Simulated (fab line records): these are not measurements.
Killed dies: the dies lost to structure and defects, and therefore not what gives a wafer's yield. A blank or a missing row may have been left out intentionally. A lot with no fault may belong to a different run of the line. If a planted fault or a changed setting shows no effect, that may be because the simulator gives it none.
fab line records | flow nand_harc | part 1 of 2: steps 1 to 20 of 31
[record] lots = 5 | wafers = 15 | last_day = 24
route steps=1159 shown P_ZERO_WELL@14
lots that met no fault: taken from a fault-free run of the same line
start_h: the number of hours between the record's first day and the start of the first shown wafer of the lot | wait_h: hours from the lot's prior step to this one | " repeats the value in the row above | L1.1+2: several wafers, shown together as one row | - value missing, or start not given | * or withheld: withheld | < > ~ a bound
route shown NAME@n: names a module that has steps shown in the file, with the first one's number in the route | usual: the fault-free wafers' mean and standard deviation | same: alike in all rows | chamber/n: place in a boat | sites: readings site by site | _std_site: the standard deviation of these | _edge_site: outer sites' mean less inner sites' | radius_mm: for every site, how far away it sits from the centre of the wafer | mask NAME#n: copy n | behind: the most recent tool/chamber to have shaped the wafer | hold: what put the lot on hold/how long, in hours/how the hold closed | device: whichever transistor did not switch (one of n, p or np) | end of line: tests run on the same wafers once the route is complete | a step given without rows: its recipe and nothing more | killed: at the first sort, the dies lost to defects and structure; wafer yield is something else | map: a wafer's dies, marking killed ones x, the rest . and places with no die _
set.NAME: the setting as run; set.NAME@STEP: as run at that earlier step | model.NAME: the simulator's own value behind a step, which no gauge read
certain route steps with their lots: each step a table, each wafer a row
services: the hour from which a tool's chamber was out of use, counted from the record's first day as start_h (under 0 if before that day), plus the number of hours and why
[[steps]]
[step NHARC_P_ZERO_WELL_CD_MEAS_11]
[recipe] target_cd_nm = 500 | landing_energy_ev = 500
[usual] cd_nm = 500.2/2
lot.wafer | tool      | chamber | start_h | wait_h | cd_nm
L074.1    | cd_sem-01 | 0       | 13.35   | -      | 502.2
L074.2    | "         | 0       | "       | "      | 500.9
L074.5    | "         | 0       | "       | "      | 501.0
L076.1    | cd_sem-03 | 0       | 25.24   | -      | 499.6
L076.4    | "         | 0       | "       | "      | 499.2
L076.5    | "         | 0       | "       | "      | 500.3
L078.1    | cd_sem-02 | 0       | 37.26   | -      | 498.7
L078.3    | "         | 0       | "       | "      | 502.8
L078.4    | "         | 0       | "       | "      | 500.6
L087.2    | cd_sem-02 | 0       | 91.34   | -      | 498.4
L087.4    | "         | 0       | "       | "      | 502.9
L087.6    | "         | 0       | "       | "      | 502.0
L097.1    | cd_sem-03 | 0       | 151.11  | -      | 499.7
L097.2    | "         | 0       | "       | "      | 497.8
L097.3    | "         | 0       | "       | "      | 496.6
[step NHARC_P_ZERO_WELL_HARDBAKE_12]
[recipe] temp_c = 118 | time_s = 65
[usual] chill_plate_temp_C = 22.99/0.11
[same] time_s = 65
lot.wafer | tool           | chamber | start_h | wait_h | chill_plate_temp_C
L074.1    | litho_track-02 | 0       | 13.43   | -      | 22.89
L074.2    | "              | 0       | "       | "      | 23.16
L074.5    | "              | 0       | "       | "      | 22.90
L076.1    | litho_track-03 | 0       | 25.32   | -      | 22.85
L076.4    | "              | 0       | "       | "      | 23.09
L076.5    | "              | 0       | "       | "      | 23.07
L078.1    | litho_track-03 | 0       | 37.34   | -      | 23.25
L078.3    | "              | 0       | "       | "      | 23.00
L078.4    | "              | 0       | "       | "      | 23.00
L087.2    | litho_track-03 | 0       | 91.42   | -      | 23.03
L087.4    | "              | 0       | "       | "      | 23.29
L087.6    | "              | 0       | "       | "      | 22.99
L097.1    | litho_track-02 | 0       | 151.19  | -      | 23.10
L097.2    | "              | 0       | "       | "      | 23.10
L097.3    | "              | 0       | "       | "      | 23.18
[step NHARC_P_ZERO_WELL_DESCUM_13]
[recipe] time_s = 3 | o2_flow_sccm = 200 | ar_flow_sccm = 0 | bias_power_w = 0 | chemistry = O2
[usual] drypump_motor_current_A = 5.6/0.31 | oes_product_au = 0.996/0.01 | rf_vpp_V = 58.0/0.85 | showerhead_plenum_p_Torr = 1.97/0.08 | throttle_valve_pct = 11.311/0.0085
[same] bias_power_w = 0 | time_s = 3
lot.wafer | tool        | chamber | start_h | wait_h | drypump_motor_current_A | oes_product_au | rf_hours_counter_h | rf_vpp_V | showerhead_plenum_p_Torr | throttle_valve_pct
L074.1    | rie_diel-08 | 0       | 13.52   | -      | 5.6                     | 1.004          | 4                  | 59.1     | 2.07                     | 11.308
L074.2    | "           | 1       | "       | "      | 5.5                     | 0.988          | 4                  | 55.9     | 1.92                     | 11.310
L074.5    | "           | 3       | "       | "      | 6.0                     | 0.985          | -                  | 57.5     | 2.03                     | 11.303
L076.1    | rie_diel-04 | 1       | 25.41   | -      | 5.1                     | 1.003          | 7                  | 59.6     | 2.05                     | 11.312
L076.4    | "           | 2       | "       | "      | 6.0                     | 1.004          | 7                  | 57.7     | 1.93                     | 11.300
L076.5    | "           | 3       | "       | "      | 5.4                     | 1.006          | -                  | 58.2     | 1.81                     | 11.311
L078.3    | rie_diel-08 | 3       | 37.43   | -      | 6.1                     | 0.975          | 5                  | 57.8     | 2.03                     | 11.320
L078.4    | "           | 0       | "       | "      | 5.6                     | 1.001          | 5                  | 58.1     | 2.07                     | 11.320
L078.1    | "           | 1       | "       | "      | 5.6                     | 0.996          | 6                  | 57.7     | 1.92                     | 11.298
L087.4    | rie_diel-01 | 2       | 91.50   | -      | 5.8                     | 0.985          | 7                  | 58.3     | 2.01                     | 11.310
L087.2    | "           | 0       | "       | "      | 5.6                     | 1.010          | 7                  | 56.8     | 1.96                     | 11.305
L087.6    | "           | 2       | "       | "      | 5.8                     | 0.985          | -                  | 58.5     | 2.01                     | 11.327
L097.1    | rie_diel-08 | 2       | 151.27  | -      | 5.3                     | 0.990          | 1                  | 57.8     | 1.85                     | 11.308
L097.3    | "           | 3       | "       | "      | 6.0                     | 0.997          | 1                  | 57.0     | 2.03                     | 11.313
L097.2    | "           | 0       | "       | "      | 5.6                     | 1.004          | 1                  | 56.8     | 2.06                     | 11.303
[step NHARC_P_ZERO_WELL_ETCH_65]
[recipe] target_depth_a = 800 | overetch_a = 240 | time_s = 87.88 | ion_energy_ev = 200 | n2_flow_sccm = 150 | h2_flow_sccm = 150 | ar_flow_sccm = 0 | rf_w = 400 | bias_w = 150 | chemistry = N2/H2
[usual] drypump_motor_current_A = 5.61/0.29 | oes_product_au = 0.996/0.0097 | rf_vpp_V = 431.9/2.5 | showerhead_plenum_p_Torr = 2.09/0.09 | throttle_valve_pct = 14.172/0.0092
[same] time_s = 87.88
lot.wafer | tool        | chamber | start_h | wait_h | drypump_motor_current_A | oes_product_au | rf_hours_counter_h | rf_vpp_V | showerhead_plenum_p_Torr | throttle_valve_pct
L074.1    | rie_diel-08 | 2       | 13.61   | 0.1    | 5.33                    | 0.999          | 4                  | 428.6    | 1.98                     | 14.158
L074.2    | "           | 3       | "       | "      | 6.01                    | 0.981          | 4                  | 434.8    | 2.17                     | 14.184
L074.5    | "           | 0       | "       | "      | 5.58                    | 1.000          | -                  | 434.8    | 2.21                     | 14.175
L076.4    | rie_diel-04 | 3       | 25.49   | 0.1    | 5.39                    | 1.009          | 7                  | 427.1    | 1.93                     | 14.163
L076.1    | "           | 0       | "       | "      | 5.81                    | 1.000          | 7                  | 432.2    | 2.05                     | 14.167
L076.5    | "           | 2       | "       | "      | 6.00                    | 1.003          | -                  | 429.2    | 2.06                     | 14.179
L078.3    | rie_diel-08 | 2       | 37.51   | 0.1    | 5.31                    | 1.006          | 5                  | 428.0    | 1.97                     | 14.168
L078.4    | "           | 3       | "       | "      | 6.01                    | 0.984          | 5                  | 434.0    | 2.17                     | 14.180
L078.1    | "           | 0       | "       | "      | 5.59                    | 1.002          | 5                  | 435.4    | 2.21                     | 14.189
L087.4    | rie_diel-01 | 2       | 91.59   | 0.1    | 5.87                    | 0.979          | 7                  | 433.1    | 2.15                     | 14.161
L087.2    | "           | 3       | "       | "      | 5.14                    | 1.000          | 7                  | 433.0    | 2.15                     | 14.160
L087.6    | "           | 1       | "       | "      | 5.83                    | 0.993          | -                  | 432.8    | 2.15                     | 14.179
L097.3    | rie_diel-08 | 2       | 151.36  | 0.1    | 5.32                    | 0.998          | 1                  | 428.8    | 1.97                     | 14.179
L097.2    | "           | 3       | "       | "      | 6.03                    | 1.002          | 1                  | 434.7    | 2.17                     | 14.163
L097.1    | "           | 0       | "       | "      | 5.61                    | 1.011          | 1                  | 435.3    | 2.21                     | 14.167
[step NHARC_P_ZERO_WELL_ETCH_62]
[recipe] target_depth_a = 130 | time_s = 6.5 | chf3_flow_sccm = 50 | ar_flow_sccm = 200 | rf_w = 500 | bias_w = 200 | chemistry = CHF3/Ar
[usual] chf3_flow_sccm = 50.00/0.15 | drypump_motor_current_A = 5.59/0.28 | oes_product_au = 0.956/0.021 | rf_vpp_V = 371.6/2.2 | showerhead_plenum_p_Torr = 2.39/0.095 | throttle_valve_pct = 20.215/0.0086
[same] time_s = 6.5
lot.wafer | tool        | chamber | start_h | wait_h | chf3_flow_sccm | drypump_motor_current_A | oes_product_au | rf_hours_counter_h | rf_vpp_V | showerhead_plenum_p_Torr | throttle_valve_pct
L074.2    | rie_diel-08 | 1       | -       | -      | 49.87          | 5.54                    | 0.972          | 5                  | 370.6    | 2.35                     | 20.229
L074.1    | "           | 2       | "       | "      | 50.27          | 5.33                    | 0.972          | 4                  | 369.6    | 2.27                     | 20.211
L074.5    | "           | 1       | "       | "      | 49.96          | 5.54                    | 0.953          | -                  | 371.5    | 2.35                     | 20.223
L076.4    | rie_diel-04 | 1       | -       | -      | 49.93          | 5.10                    | 0.973          | 7                  | 373.8    | 2.51                     | 20.219
L076.1    | "           | 2       | "       | "      | 49.96          | 5.97                    | 0.975          | 7                  | 371.0    | 2.37                     | 20.229
L076.5    | "           | 2       | "       | "      | 50.17          | 5.95                    | 0.987          | -                  | 371.3    | 2.37                     | 20.210
L078.1    | rie_diel-08 | 1       | -       | -      | 50.24          | 5.57                    | 0.962          | 6                  | 371.3    | 2.35                     | 20.232
L078.3    | "           | 3       | "       | "      | 50.16          | 6.00                    | 0.947          | 5                  | 373.0    | 2.48                     | 20.219
L078.4    | "           | 0       | "       | "      | 49.87          | 5.59                    | 0.992          | 5                  | 373.9    | 2.52                     | 20.223
L087.4    | rie_diel-01 | 3       | -       | -      | 50.00          | 5.15                    | 0.959          | 7                  | 373.1    | 2.47                     | 20.219
L087.2    | "           | 0       | "       | "      | 50.14          | 5.63                    | 0.985          | 8                  | 372.9    | 2.40                     | 20.203
L087.6    | "           | 3       | "       | "      | 50.02          | 5.13                    | 0.953          | -                  | 374.8    | 2.47                     | 20.215
L097.3    | rie_diel-08 | 0       | -       | -      | 50.11          | 5.58                    | 0.981          | 1                  | 373.8    | 2.52                     | 20.211
L097.2    | "           | 2       | "       | "      | 50.08          | 5.31                    | 0.961          | 1                  | 370.0    | 2.27                     | 20.215
L097.1    | "           | 3       | "       | "      | 50.23          | 5.99                    | 0.960          | 1                  | 373.2    | 2.48                     | 20.214
[step NHARC_P_ZERO_WELL_ETCH_63]
[recipe] target_depth_a = 1200 | time_s = 40.1 | hbr_flow_sccm = 150 | cl2_flow_sccm = 50 | rf_w = 400 | icp_w = 400 | bias_w = 100 | chemistry = HBr/Cl2
[usual] drypump_motor_current_A = 5.6/0.41 | hbr_flow_sccm = 150.0/0.46 | oes_product_au = 1.005/0.01 | throttle_valve_pct = 26.405/0.009
[same] time_s = 40.1
lot.wafer | tool      | chamber | start_h | wait_h | drypump_motor_current_A | hbr_flow_sccm | oes_product_au | rf_hours_counter_h | throttle_valve_pct
L074.2    | rie_si-03 | 0       | 13.79   | -      | 4.9                     | 150.6         | 1.015          | 0.4                | 26.405
L074.1    | "         | 1       | "       | "      | 5.7                     | 150.5         | 0.998          | 0.4                | 26.399
L074.5    | "         | 1       | "       | "      | 5.7                     | 150.6         | 1.004          | -                  | 26.399
L076.1    | rie_si-03 | 0       | 25.66   | -      | 4.9                     | 149.3         | 1.019          | 0.5                | 26.408
L076.5    | "         | 1       | "       | "      | 5.7                     | 150.1         | 0.989          | -                  | 26.384
L076.4    | "         | 3       | "       | "      | 5.3                     | 149.7         | 0.990          | -                  | 26.402
L078.3    | rie_si-06 | 1       | 37.68   | -      | 5.7                     | 149.5         | 1.023          | 0.1                | 26.417
L078.4    | "         | 2       | "       | "      | 5.5                     | 150.4         | 1.010          | 0.1                | 26.397
L078.1    | "         | 0       | "       | "      | 5.5                     | 149.0         | 1.013          | 0.1                | 26.409
L087.2    | rie_si-03 | 1       | 91.76   | -      | 5.7                     | 150.2         | 0.998          | 1.2                | 26.398
L087.4    | "         | 0       | "       | "      | 4.9                     | 150.0         | 1.003          | 1.2                | 26.413
L087.6    | "         | 2       | "       | "      | 5.5                     | 149.3         | 1.008          | -                  | 26.414
L097.3    | rie_si-01 | 2       | 151.54  | -      | 5.7                     | 149.5         | 1.012          | 0.1                | 26.401
L097.2    | "         | 3       | "       | "      | 6.2                     | 150.4         | 1.009          | 0.1                | 26.410
L097.1    | "         | 0       | "       | "      | 4.9                     | 149.3         | 1.005          | 0.2                | 26.397
[step NHARC_P_ZERO_WELL_STRIP_15]
[recipe] time_s = 900 | temp_c = 130 | chemistry = SPM
[usual] temp_c = 130.00/0.15
[same] time_s = 900
lot.wafer | tool         | chamber | start_h | wait_h | temp_c
L074.2    | wet_bench-06 | 1       | 13.96   | -      | 129.86
L074.5    | "            | 2       | "       | "      | 129.84
L074.1    | "            | 5       | "       | "      | 129.80
L076.5    | wet_bench-06 | 4       | 25.85   | -      | 130.03
L076.1    | "            | 5       | "       | "      | 129.96
L076.4    | "            | 7       | "       | "      | 130.08
L078.3    | wet_bench-06 | 7       | 37.84   | -      | 130.01
L078.4    | "            | 0       | "       | "      | 130.02
L078.1    | "            | 3       | "       | "      | 130.16
L087.4    | wet_bench-01 | 4       | 91.91   | -      | 130.11
L087.2    | "            | 6       | "       | "      | 129.92
L087.6    | "            | 1       | "       | "      | 129.79
L097.3    | wet_bench-07 | 7       | 151.70  | -      | 129.98
L097.1    | "            | 1       | "       | "      | 130.11
L097.2    | "            | 2       | "       | "      | 129.71
[step NHARC_P_ZERO_WELL_DEHYDRATE_16]
[recipe] temp_c = 150 | time_s = 120
[usual] chill_plate_temp_C = 23.02/0.11
[same] time_s = 120
lot.wafer | tool           | chamber | start_h | wait_h | chill_plate_temp_C
L074.1    | litho_track-03 | 0       | 14.30   | -      | 22.95
L074.2    | "              | 0       | "       | "      | 23.03
L074.5    | "              | 0       | "       | "      | 22.86
L076.1    | litho_track-02 | 0       | 26.19   | -      | 22.99
L076.4    | "              | 0       | "       | "      | 23.09
L076.5    | "              | 0       | "       | "      | 23.15
L078.1    | litho_track-05 | 0       | 38.18   | -      | 22.99
L078.3    | "              | 0       | "       | "      | 23.02
L078.4    | "              | 0       | "       | "      | 23.01
L087.2    | litho_track-05 | 0       | 92.26   | -      | 22.94
L087.4    | "              | 0       | "       | "      | 23.15
L087.6    | "              | 0       | "       | "      | 23.01
L097.1    | litho_track-03 | 0       | 152.03  | -      | 22.98
L097.2    | "              | 0       | "       | "      | 23.11
L097.3    | "              | 0       | "       | "      | 23.05
[step NHARC_P_ZERO_WELL_HMDS_17]
[recipe] time_s = 30
[usual] chill_plate_temp_C = 23.00/0.11
[same] time_s = 30
lot.wafer | tool           | chamber | start_h | wait_h | chill_plate_temp_C
L074.1    | litho_track-03 | 0       | -       | -      | 22.94
L074.2    | "              | 0       | "       | "      | 22.99
L074.5    | "              | 0       | "       | "      | 23.23
L076.1    | litho_track-02 | 0       | -       | -      | 23.02
L076.4    | "              | 0       | "       | "      | 23.09
L076.5    | "              | 0       | "       | "      | 22.96
L078.1    | litho_track-05 | 0       | -       | -      | 22.90
L078.3    | "              | 0       | "       | "      | 22.94
L078.4    | "              | 0       | "       | "      | 22.88
L087.2    | litho_track-05 | 0       | -       | -      | 22.94
L087.4    | "              | 0       | "       | "      | 23.05
L087.6    | "              | 0       | "       | "      | 22.92
L097.1    | litho_track-03 | 0       | -       | -      | 22.95
L097.2    | "              | 0       | "       | "      | 23.00
L097.3    | "              | 0       | "       | "      | 22.96
[step NHARC_P_ZERO_WELL_COAT_18]
[recipe] spin_rpm = withheld
[usual] chill_plate_temp_C = 23.02/0.11
lot.wafer | tool           | chamber | start_h | wait_h | chill_plate_temp_C
L074.1    | litho_track-03 | 0       | -       | -      | 23.07
L074.2    | "              | 0       | "       | "      | 23.15
L074.5    | "              | 0       | "       | "      | 22.91
L076.1    | litho_track-02 | 0       | -       | -      | 23.06
L076.4    | "              | 0       | "       | "      | 23.02
L076.5    | "              | 0       | "       | "      | 23.19
L078.1    | litho_track-05 | 0       | -       | -      | 22.91
L078.3    | "              | 0       | "       | "      | 23.06
L078.4    | "              | 0       | "       | "      | 22.98
L087.2    | litho_track-05 | 0       | -       | -      | 23.05
L087.4    | "              | 0       | "       | "      | 23.00
L087.6    | "              | 0       | "       | "      | 22.98
L097.1    | litho_track-03 | 0       | -       | -      | 23.06
L097.2    | "              | 0       | "       | "      | 23.06
L097.3    | "              | 0       | "       | "      | 23.17
[step NHARC_P_ZERO_WELL_SOFTBAKE_19]
[recipe] temp_c = 122 | time_s = 95
[usual] chill_plate_temp_C = 23.00/0.1
[same] time_s = 95
lot.wafer | tool           | chamber | start_h | wait_h | chill_plate_temp_C
L074.1    | litho_track-03 | 0       | -       | -      | 22.81
L074.2    | "              | 0       | "       | "      | 22.94
L074.5    | "              | 0       | "       | "      | 22.93
L076.1    | litho_track-02 | 0       | -       | -      | 23.09
L076.4    | "              | 0       | "       | "      | 22.95
L076.5    | "              | 0       | "       | "      | 23.03
L078.1    | litho_track-05 | 0       | -       | -      | 22.96
L078.3    | "              | 0       | "       | "      | 22.80
L078.4    | "              | 0       | "       | "      | 22.93
L087.2    | litho_track-05 | 0       | -       | -      | 22.96
L087.4    | "              | 0       | "       | "      | 22.91
L087.6    | "              | 0       | "       | "      | 22.87
L097.1    | litho_track-03 | 0       | -       | -      | 23.02
L097.2    | "              | 0       | "       | "      | 23.21
L097.3    | "              | 0       | "       | "      | 22.87
[step NHARC_P_ZERO_WELL_EBR_20]
[usual] chill_plate_temp_C = 22.96/0.097
lot.wafer | tool           | chamber | start_h | wait_h | chill_plate_temp_C
L074.1    | litho_track-03 | 0       | -       | -      | 22.95
L074.2    | "              | 0       | "       | "      | 23.05
L074.5    | "              | 0       | "       | "      | 23.03
L076.1    | litho_track-02 | 0       | -       | -      | 23.04
L076.4    | "              | 0       | "       | "      | 22.98
L076.5    | "              | 0       | "       | "      | 23.01
L078.1    | litho_track-05 | 0       | -       | -      | 23.07
L078.3    | "              | 0       | "       | "      | 23.02
L078.4    | "              | 0       | "       | "      | 22.97
L087.2    | litho_track-05 | 0       | -       | -      | 23.00
L087.4    | "              | 0       | "       | "      | 22.95
L087.6    | "              | 0       | "       | "      | 22.98
L097.1    | litho_track-03 | 0       | -       | -      | 22.81
L097.2    | "              | 0       | "       | "      | 22.65
L097.3    | "              | 0       | "       | "      | 22.84
[step NHARC_P_ZERO_WELL_EXPOSE_21]
[recipe] na = 0.6 | target_cd_nm = 720 | dose_mj = 22.31 | mask_id = P_NWELL
[usual] reticle_temp_C = 22.99/0.11 | stage_vel_mm_s = 499.99/0.23
lot.wafer | tool           | chamber | start_h | wait_h | mask      | reticle_temp_C | stage_vel_mm_s
L074.1    | krf_scanner-04 | 0       | 14.57   | -      | P_NWELL#0 | 22.99          | 499.86
L074.2    | "              | 0       | "       | "      | P_NWELL#0 | 22.99          | 499.90
L074.5    | "              | 0       | "       | "      | P_NWELL#0 | 23.02          | 500.46
L076.1    | krf_scanner-04 | 0       | 26.34   | -      | P_NWELL#0 | 22.91          | 500.00
L076.4    | "              | 0       | "       | "      | P_NWELL#0 | 22.88          | 499.88
L076.5    | "              | 0       | "       | "      | P_NWELL#0 | 22.90          | 499.84
L078.1    | krf_scanner-04 | 0       | 38.45   | -      | P_NWELL#0 | 23.12          | 499.29
L078.3    | "              | 0       | "       | "      | P_NWELL#0 | 23.09          | 499.88
L078.4    | "              | 0       | "       | "      | P_NWELL#0 | 23.08          | 499.88
L087.2    | krf_scanner-03 | 0       | 92.41   | -      | P_NWELL#0 | 23.01          | 499.82
L087.4    | "              | 0       | "       | "      | P_NWELL#0 | 22.95          | 499.59
L087.6    | "              | 0       | "       | "      | P_NWELL#0 | 22.78          | 499.94
L097.1    | krf_scanner-03 | 0       | 152.30  | -      | P_NWELL#0 | 23.17          | 499.99
L097.2    | "              | 0       | "       | "      | P_NWELL#0 | 23.02          | 499.82
L097.3    | "              | 0       | "       | "      | P_NWELL#0 | 23.13          | 499.61
[step NHARC_P_ZERO_WELL_PEB_22]
[recipe] peb_temp_c = 118 | peb_time_s = 85
[usual] chill_plate_temp_C = 23.00/0.11
lot.wafer | tool           | chamber | start_h | wait_h | chill_plate_temp_C
L074.1    | litho_track-05 | 0       | 14.64   | 0.1    | 23.09
L074.2    | "              | 0       | "       | "      | 23.00
L074.5    | "              | 0       | "       | "      | 23.00
L076.1    | litho_track-05 | 0       | 26.40   | 0.1    | 23.01
L076.4    | "              | 0       | "       | "      | 22.96
L076.5    | "              | 0       | "       | "      | 23.02
L078.1    | litho_track-02 | 0       | 38.51   | 0.1    | 23.03
L078.3    | "              | 0       | "       | "      | 22.89
L078.4    | "              | 0       | "       | "      | 23.07
L087.2    | litho_track-05 | 0       | 92.47   | 0.1    | 23.09
L087.4    | "              | 0       | "       | "      | 23.24
L087.6    | "              | 0       | "       | "      | 23.03
L097.1    | litho_track-05 | 0       | 152.37  | 0.1    | 22.93
L097.2    | "              | 0       | "       | "      | 23.02
L097.3    | "              | 0       | "       | "      | 22.92
[step NHARC_P_ZERO_WELL_DEVELOP_23]
[recipe] time_s = 70
[usual] chill_plate_temp_C = 22.96/0.11
[same] time_s = 70
lot.wafer | tool           | chamber | start_h | wait_h | chill_plate_temp_C
L074.1    | litho_track-05 | 0       | -       | -      | 22.90
L074.2    | "              | 0       | "       | "      | 22.71
L074.5    | "              | 0       | "       | "      | 22.89
L076.1    | litho_track-05 | 0       | -       | -      | 22.90
L076.4    | "              | 0       | "       | "      | 23.07
L076.5    | "              | 0       | "       | "      | 23.14
L078.1    | litho_track-02 | 0       | -       | -      | 22.89
L078.3    | "              | 0       | "       | "      | 22.72
L078.4    | "              | 0       | "       | "      | 22.80
L087.2    | litho_track-05 | 0       | -       | -      | 23.03
L087.4    | "              | 0       | "       | "      | 23.01
L087.6    | "              | 0       | "       | "      | 22.99
L097.1    | litho_track-05 | 0       | -       | -      | 22.97
L097.2    | "              | 0       | "       | "      | 22.88
L097.3    | "              | 0       | "       | "      | 23.09
[step NHARC_P_ZERO_WELL_CD_MEAS_24]
[recipe] target_cd_nm = 720 | landing_energy_ev = 500
[usual] cd_nm = 718.9/2.2
lot.wafer | tool      | chamber | start_h | wait_h | cd_nm
L074.1    | cd_sem-01 | 0       | 14.73   | -      | 721.2
L074.2    | "         | 0       | "       | "      | 725.1
L074.5    | "         | 0       | "       | "      | 722.3
L076.1    | cd_sem-02 | 0       | 26.49   | -      | 719.7
L076.4    | "         | 0       | "       | "      | 720.0
L076.5    | "         | 0       | "       | "      | 720.1
L078.1    | cd_sem-02 | 0       | 38.60   | -      | 719.0
L078.3    | "         | 0       | "       | "      | 719.5
L078.4    | "         | 0       | "       | "      | 719.9
L087.2    | cd_sem-01 | 0       | 92.56   | -      | 719.5
L087.4    | "         | 0       | "       | "      | 717.7
L087.6    | "         | 0       | "       | "      | 720.9
L097.1    | cd_sem-03 | 0       | 152.46  | -      | 721.4
L097.2    | "         | 0       | "       | "      | 720.6
L097.3    | "         | 0       | "       | "      | 723.1
[step NHARC_P_ZERO_WELL_HARDBAKE_25]
[recipe] temp_c = 125 | time_s = 80
[usual] chill_plate_temp_C = 22.99/0.11
[same] time_s = 80
lot.wafer | tool           | chamber | start_h | wait_h | chill_plate_temp_C
L074.1    | litho_track-03 | 0       | 14.81   | -      | 22.91
L074.2    | "              | 0       | "       | "      | 23.04
L074.5    | "              | 0       | "       | "      | 22.93
L076.1    | litho_track-03 | 0       | 26.57   | -      | 22.92
L076.4    | "              | 0       | "       | "      | 23.10
L076.5    | "              | 0       | "       | "      | 22.96
L078.1    | litho_track-05 | 0       | 38.68   | -      | 23.01
L078.3    | "              | 0       | "       | "      | 22.97
L078.4    | "              | 0       | "       | "      | 22.92
L087.2    | litho_track-05 | 0       | 92.64   | -      | 22.85
L087.4    | "              | 0       | "       | "      | 22.95
L087.6    | "              | 0       | "       | "      | 22.92
L097.1    | litho_track-03 | 0       | 152.54  | -      | 23.05
L097.2    | "              | 0       | "       | "      | 23.16
L097.3    | "              | 0       | "       | "      | 22.89
[step NHARC_P_ZERO_WELL_DESCUM_26]
[recipe] time_s = 3 | o2_flow_sccm = 200 | ar_flow_sccm = 0 | bias_power_w = 0 | chemistry = O2
[usual] drypump_motor_current_A = 5.6/0.31 | oes_product_au = 0.996/0.009 | rf_vpp_V = 58.0/0.89 | showerhead_plenum_p_Torr = 1.96/0.077 | throttle_valve_pct = 11.310/0.0091
[same] bias_power_w = 0 | time_s = 3
lot.wafer | tool        | chamber | start_h | wait_h | drypump_motor_current_A | oes_product_au | rf_hours_counter_h | rf_vpp_V | showerhead_plenum_p_Torr | throttle_valve_pct
L074.2    | rie_diel-08 | 2       | 14.90   | -      | 5.3                     | 1.001          | 4                  | 57.7     | 1.85                     | 11.308
L074.1    | "           | 0       | "       | "      | 5.6                     | 0.997          | 4                  | 59.4     | 2.07                     | 11.300
L074.5    | "           | 2       | "       | "      | 5.3                     | 0.996          | -                  | 58.3     | 1.85                     | 11.302
L076.4    | rie_diel-04 | 0       | 26.65   | -      | 5.8                     | 1.000          | 7                  | 57.1     | 1.92                     | 11.323
L076.1    | "           | 2       | "       | "      | 6.0                     | 0.996          | 7                  | 58.0     | 1.93                     | 11.308
L076.5    | "           | 1       | "       | "      | 5.1                     | 0.994          | -                  | 58.3     | 2.05                     | 11.312
L078.1    | rie_diel-04 | 2       | 38.76   | -      | 6.0                     | 1.001          | 9                  | 57.1     | 1.93                     | 11.319
L078.3    | "           | 1       | "       | "      | 5.1                     | 1.000          | 9                  | 57.7     | 2.05                     | 11.311
L078.4    | "           | 2       | "       | "      | 6.0                     | 1.002          | -                  | 57.7     | 1.93                     | 11.319
L087.4    | rie_diel-01 | 2       | 92.72   | -      | 5.8                     | 0.991          | 7                  | 58.8     | 2.01                     | 11.307
L087.2    | "           | 1       | "       | "      | 5.8                     | 0.993          | 7                  | 58.0     | 2.02                     | 11.321
L087.6    | "           | 2       | "       | "      | 5.9                     | 0.995          | -                  | 56.9     | 2.01                     | 11.311
L097.2    | rie_diel-01 | 0       | 152.62  | -      | 5.6                     | 0.995          | 0                  | 58.7     | 1.96                     | 11.308
L097.3    | "           | 1       | "       | "      | 5.8                     | 0.990          | 0                  | 56.9     | 2.01                     | 11.309
L097.1    | "           | 2       | "       | "      | 5.9                     | 0.986          | 0                  | 59.4     | 2.01                     | 11.307
[step NHARC_P_ZERO_WELL_IMPLANT_27]
[recipe] energy_kev = 600 | dose_cm2 = 1e+13 | tilt_deg = 7
[usual] faraday_current_uA = 127.2/2.6
lot.wafer | tool         | chamber | start_h | wait_h | faraday_current_uA
L074.1    | implanter-01 | 0       | 15.04   | 0.1    | 127.2
L074.2    | "            | 0       | "       | "      | 127.5
L074.5    | "            | 0       | "       | "      | 128.9
L076.1    | implanter-02 | 0       | 26.80   | 0.1    | 126.6
L076.4    | "            | 0       | "       | "      | 122.0
L076.5    | "            | 0       | "       | "      | 131.2
L078.1    | implanter-01 | 0       | 38.93   | 0.2    | 126.6
L078.3    | "            | 0       | "       | "      | 125.3
L078.4    | "            | 0       | "       | "      | 125.5
L087.2    | implanter-01 | 0       | 92.90   | 0.1    | 127.4
L087.4    | "            | 0       | "       | "      | 126.2
L087.6    | "            | 0       | "       | "      | 123.0
L097.1    | implanter-02 | 0       | 152.77  | 0.1    | 124.9
L097.2    | "            | 0       | "       | "      | 130.8
L097.3    | "            | 0       | "       | "      | 128.0
[step NHARC_P_ZERO_WELL_IMPLANT_57]
[recipe] energy_kev = 250 | dose_cm2 = 4e+12 | tilt_deg = 7
[usual] faraday_current_uA = 50.8/1
lot.wafer | tool         | chamber | start_h | wait_h | faraday_current_uA
L074.1    | implanter-01 | 0       | 15.21   | 0.1    | 50.6
L074.2    | "            | 0       | "       | "      | 50.9
L074.5    | "            | 0       | "       | "      | 51.1
L076.1    | implanter-02 | 0       | 26.98   | 0.2    | 51.3
L076.4    | "            | 0       | "       | "      | 50.0
L076.5    | "            | 0       | "       | "      | 50.3
L078.1    | implanter-01 | 0       | 39.11   | 0.2    | 50.8
L078.3    | "            | 0       | "       | "      | 51.6
L078.4    | "            | 0       | "       | "      | 49.9
L087.2    | implanter-01 | 0       | 93.08   | 0.2    | 51.3
L087.4    | "            | 0       | "       | "      | 50.4
L087.6    | "            | 0       | "       | "      | 49.5
L097.1    | implanter-02 | 0       | 152.95  | 0.2    | 50.6
L097.2    | "            | 0       | "       | "      | 51.6
L097.3    | "            | 0       | "       | "      | 50.2
